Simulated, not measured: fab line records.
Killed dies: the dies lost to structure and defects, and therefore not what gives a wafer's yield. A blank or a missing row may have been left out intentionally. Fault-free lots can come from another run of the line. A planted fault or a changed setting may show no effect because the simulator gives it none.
Matching of chambers || flow nand_harc || NHARC_A_ZERO_WELL_DESCUM_12 on rie_diel-03: 4 sister chambers
The step chemistry O2, time 3 s. 18 wafers are shown with their chamber, then 9 later ones without.

## WAFERS WITH THEIR CHAMBER
{"wafer": "L605.1", "chamber": 3, "showerhead_plenum_p_Torr (Torr)": 1.82, "drypump_motor_current_A (A)": 5.6, "oes_product_au (a.u.)": 0.998}
{"wafer": "L605.2", "chamber": 1, "showerhead_plenum_p_Torr (Torr)": 1.80, "drypump_motor_current_A (A)": 6.0, "oes_product_au (a.u.)": 0.998}
{"wafer": "L605.6", "chamber": 2, "showerhead_plenum_p_Torr (Torr)": 2.06, "drypump_motor_current_A (A)": 5.2, "oes_product_au (a.u.)": 1.003}
{"wafer": "L606.2", "chamber": 1, "showerhead_plenum_p_Torr (Torr)": 1.80, "drypump_motor_current_A (A)": 6.1, "oes_product_au (a.u.)": 1.006}
{"wafer": "L606.4", "chamber": 3, "showerhead_plenum_p_Torr (Torr)": 1.82, "drypump_motor_current_A (A)": 5.6, "oes_product_au (a.u.)": 0.998}
{"wafer": "L606.6", "chamber": 2, "showerhead_plenum_p_Torr (Torr)": 2.06, "drypump_motor_current_A (A)": 5.2, "oes_product_au (a.u.)": 1.001}
{"wafer": "L608.2", "chamber": 3, "showerhead_plenum_p_Torr (Torr)": 1.82, "drypump_motor_current_A (A)": 5.6, "oes_product_au (a.u.)": 1.010}
{"wafer": "L608.3", "chamber": 2, "showerhead_plenum_p_Torr (Torr)": 2.05, "drypump_motor_current_A (A)": 5.2, "oes_product_au (a.u.)": 0.998}
{"wafer": "L608.4", "chamber": 0, "showerhead_plenum_p_Torr (Torr)": 2.02, "drypump_motor_current_A (A)": 5.2, "oes_product_au (a.u.)": 0.993}
{"wafer": "L611.1", "chamber": 0, "showerhead_plenum_p_Torr (Torr)": 2.02, "drypump_motor_current_A (A)": 5.2, "oes_product_au (a.u.)": 0.996}
{"wafer": "L611.5", "chamber": 2, "showerhead_plenum_p_Torr (Torr)": 2.05, "drypump_motor_current_A (A)": 5.2, "oes_product_au (a.u.)": 0.985}
{"wafer": "L611.6", "chamber": 1, "showerhead_plenum_p_Torr (Torr)": 1.80, "drypump_motor_current_A (A)": 6.0, "oes_product_au (a.u.)": 0.991}
{"wafer": "L613.2", "chamber": 3, "showerhead_plenum_p_Torr (Torr)": 1.82, "drypump_motor_current_A (A)": 5.6, "oes_product_au (a.u.)": 1.012}
{"wafer": "L613.3", "chamber": 0, "showerhead_plenum_p_Torr (Torr)": 2.02, "drypump_motor_current_A (A)": 5.2, "oes_product_au (a.u.)": 0.992}
{"wafer": "L613.4", "chamber": 2, "showerhead_plenum_p_Torr (Torr)": 2.05, "drypump_motor_current_A (A)": 5.2, "oes_product_au (a.u.)": 0.993}
{"wafer": "L615.2", "chamber": 0, "showerhead_plenum_p_Torr (Torr)": 2.02, "drypump_motor_current_A (A)": 5.2, "oes_product_au (a.u.)": 1.001}
{"wafer": "L615.4", "chamber": 3, "showerhead_plenum_p_Torr (Torr)": 1.82, "drypump_motor_current_A (A)": 5.6, "oes_product_au (a.u.)": 1.010}
{"wafer": "L615.5", "chamber": 3, "showerhead_plenum_p_Torr (Torr)": 1.82, "drypump_motor_current_A (A)": 5.6, "oes_product_au (a.u.)": 1.011}

SIGNATURES (averages over the wafers above)
{"reading": "showerhead_plenum_p_Torr", "chamber 0": 2.0200, "chamber 1": 1.8000, "chamber 2": 2.0540, "chamber 3": 1.8200, "scatter within a chamber": 0.00293}
{"reading": "drypump_motor_current_A", "chamber 0": 5.200, "chamber 1": 6.033, "chamber 2": 5.200, "chamber 3": 5.600, "scatter within a chamber": 0.0218}
{"reading": "oes_product_au", "chamber 0": 0.99550, "chamber 1": 0.99833, "chamber 2": 0.99600, "chamber 3": 1.00650, "scatter within a chamber": 0.00649}
Rule: a wafer's distance from a chamber is the root of the sum, over the readings, of the square of ((its reading less the chamber's mean) divided by the reading's scatter). If the next closest chamber is less than 2 further off than the closest, the wafer can't be placed; otherwise it belongs to the closest. How the scatter is found: for the shown wafers, subtract from each reading the mean of its chamber, square and add these, divide the total by (wafers less chambers), then take the root.

## WAFERS MISSING THEIR CHAMBER
{"wafer": "L616.1", "showerhead_plenum_p_Torr (Torr)": 1.80, "drypump_motor_current_A (A)": 6.1, "oes_product_au (a.u.)": 1.008}
{"wafer": "L616.5", "showerhead_plenum_p_Torr (Torr)": 2.05, "drypump_motor_current_A (A)": 5.1, "oes_product_au (a.u.)": 0.995}
{"wafer": "L616.6", "showerhead_plenum_p_Torr (Torr)": 1.82, "drypump_motor_current_A (A)": 5.6, "oes_product_au (a.u.)": 1.003}
{"wafer": "L617.1", "showerhead_plenum_p_Torr (Torr)": 2.02, "drypump_motor_current_A (A)": 5.2, "oes_product_au (a.u.)": 0.993}
{"wafer": "L617.3", "showerhead_plenum_p_Torr (Torr)": 1.82, "drypump_motor_current_A (A)": 5.6, "oes_product_au (a.u.)": 1.002}
{"wafer": "L617.5", "showerhead_plenum_p_Torr (Torr)": 1.80, "drypump_motor_current_A (A)": 6.1, "oes_product_au (a.u.)": 1.010}
{"wafer": "L625.1", "showerhead_plenum_p_Torr (Torr)": 2.05, "drypump_motor_current_A (A)": 5.2, "oes_product_au (a.u.)": 0.999}
{"wafer": "L625.3", "showerhead_plenum_p_Torr (Torr)": 1.80, "drypump_motor_current_A (A)": 6.0, "oes_product_au (a.u.)": 0.992}
{"wafer": "L625.4", "showerhead_plenum_p_Torr (Torr)": 1.81, "drypump_motor_current_A (A)": 5.6, "oes_product_au (a.u.)": 1.017}

## WHICH CHAMBER EACH ONE RAN IN
{"wafer": "L616.1", "from the rows above": 1, "in truth": 1}
{"wafer": "L616.5", "from the rows above": 2, "in truth": 2}
{"wafer": "L616.6", "from the rows above": 3, "in truth": 3}
{"wafer": "L617.1", "from the rows above": 0, "in truth": 0}
{"wafer": "L617.3", "from the rows above": 3, "in truth": 3}
{"wafer": "L617.5", "from the rows above": 1, "in truth": 1}
{"wafer": "L625.1", "from the rows above": 2, "in truth": 2}
{"wafer": "L625.3", "from the rows above": 1, "in truth": 1}
{"wafer": "L625.4", "from the rows above": 3, "in truth": 3}
Correct placement for 9 of the 9. Number that these rows cannot place: 0. Placed wrongly: 0.
